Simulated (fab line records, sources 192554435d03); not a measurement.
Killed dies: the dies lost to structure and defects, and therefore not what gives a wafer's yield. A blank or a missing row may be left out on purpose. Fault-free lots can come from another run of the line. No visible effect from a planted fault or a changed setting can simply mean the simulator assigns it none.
Problem report in the 8D (eight disciplines) form, filled by code | flow n5Finfet | the parts of the form that need people (team, actions taken, sign-off) are left out

1. WHAT IS WRONG
N5_MOL_CONTACT_COAG_STRIP_96, powerW: mean 558.0 W over 1 wafer from 1 lot; wafers with no fault: 500.1 W, standard deviation 1.6. That puts it +36 standard deviations away from the usual mean.
The step: strips in N2/H2.
The first sign was on wafer L171.4 at day 9 20:03, on rieDiel-06. The record has a number at this step for 30 wafers belonging to 10 lots. By rule, "out" or "out of limits" means more than 4 standard deviations away from the usual mean. The other wafers with a number count as sound.

2. WHAT IT IS; WHAT IT IS NOT
question                    | is               | is not
which readings at this step | powerW           | drypumpMotorCurrentA, h2FlowSccm, oesProductAu, rfVppV, showerheadPlenumPTorr, throttleValvePct
which lots                  | L171             | L153, L157, L159, L160, L161, L167, L174, L175, L176
which wafers of those lots  | L171.4           | L171.1, L171.6
read on which tools         | rieDiel-06       | rieDiel-01, rieDiel-03
when                        | from day 9 20:03 | up to then (20 sound wafers); but 9 sound wafers of L174, L175, L176 came after

3. THE SUSPECTS, EACH WITH WHAT RULES IT OUT
Counting: if a tool at a process step up to the reading ran every lot that is out, it stays a suspect. Sound lots after the first of them don't rule it out here, since some wafers of a struck lot are sound.
- aldSin-01 at N5_MOL_CONTACT_COAG_ALD_123 (deposits SiNx, target thk 5 nm, pulse time 1 s, purge time 2 s): kept. L171, the lot that is out, went through it at day 9 18:33; up to then, the latest sound lot through it was L167 at day 8 16:28.
- rieDiel-06 at N5_MOL_CONTACT_COAG_STRIP_96 (strips in N2/H2): kept. L171, the lot that is out, went through it at day 9 20:03; up to then, the latest sound lot through it was L161 at day 7 06:49. On those wafers its own readings are out: powerW.
- Within aldSin-01 at N5_MOL_CONTACT_COAG_ALD_123: the wafers that are out ran in chamber 1; their sound lot-mates ran in chamber 3.
- Within rieDiel-06 at N5_MOL_CONTACT_COAG_STRIP_96: the wafers that are out ran in chamber 3; their sound lot-mates ran in chamber 2.
Remaining after the count are aldSin-01 at N5_MOL_CONTACT_COAG_ALD_123 and rieDiel-06 at N5_MOL_CONTACT_COAG_STRIP_96.

4. THE CAUSE (what the simulator had put in)
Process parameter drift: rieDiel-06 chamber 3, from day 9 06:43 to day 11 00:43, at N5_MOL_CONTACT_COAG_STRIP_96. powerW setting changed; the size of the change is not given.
Counting leaves 2 suspects; this tool is one of them.

5. THE CHAIN OF EFFECTS, in route order
Each row: a reading whose mean over the struck wafers that have a number lies more than 3 standard deviations from the usual. Only readings for which the record gives a usual standard deviation are gone through. hours: the time from each lot's start at the first step in this table that gives one to its start at this step, as a median over the lots. sigmas: the change in usual standard deviations.
hours | step                         | reading | usual   | on struck wafers | change | sigmas
0     | N5_MOL_CONTACT_COAG_STRIP_96 | powerW  | 500.1 W | 558.0            | +57.9  | +36
Here are the process steps it includes:
- N5_MOL_CONTACT_COAG_STRIP_96: strips in N2/H2.
Later measuring or inspecting steps at which every struck wafer that the step has a row for has a number for every such reading, and none has moved that far: N5_BEOL_M4_RC_MEAS_101.

6. WHAT WOULD HAVE CAUGHT IT SOONER
First out-of-limits reading in this record: day 9 20:03, which is 13 hours after fault onset at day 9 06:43.
